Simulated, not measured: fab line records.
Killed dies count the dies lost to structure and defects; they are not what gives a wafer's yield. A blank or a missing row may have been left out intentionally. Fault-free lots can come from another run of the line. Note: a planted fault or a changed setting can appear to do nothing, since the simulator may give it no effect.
Matching of chambers    flow nand_harc    NHARC_P_M0_DEP_32 on pecvd-01 has 3 sister chambers
The step deposits SiCN, target thk 30 nm. 3 wafers are shown with their chamber, then 8 later ones without.

== WAFERS PAIRED WITH THEIR CHAMBERS ==
wafer   chamber  heater_power_outer_w (W)
L083.2  2        247
L086.6  1        309
L089.3  0        324

== WAFERS MISSING THEIR CHAMBER ==
wafer   heater_power_outer_w (W)
L089.4  299
L089.6  305
L090.2  260
L090.4  308
L090.5  268
L091.2  355
L091.3  327
L091.5  327

== WHICH CHAMBER EACH WENT THROUGH ==
wafer    from the rows above       in truth
L089.4   can't be placed: 1 or 0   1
L089.6   can't be placed: 1 or 0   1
L090.2   2                         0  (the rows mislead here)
L090.4   can't be placed: 1 or 0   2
L090.5   can't be placed: 2 or 1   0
L091.2   can't be placed: 0 or 1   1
L091.3   can't be placed: 0 or 1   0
L091.5   can't be placed: 0 or 1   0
Placed correctly: 0 of 8. These rows do not allow placing 7 (true chamber among the candidates in 5). 1 placed wrongly.
How it was worked out, from the rows above alone: a wafer's distance from a chamber is the root of the sum, over the readings, of the square of ((its reading less the chamber's mean) divided by the reading's scatter). If the next closest chamber is less than 2 further off than the closest, the wafer can't be placed; otherwise it belongs to the closest. Each chamber's mean is taken over the wafers shown for it. The scatter: with one shown wafer a chamber, the root of the mean of the squares of how far each hidden wafer lies from its nearest shown one.
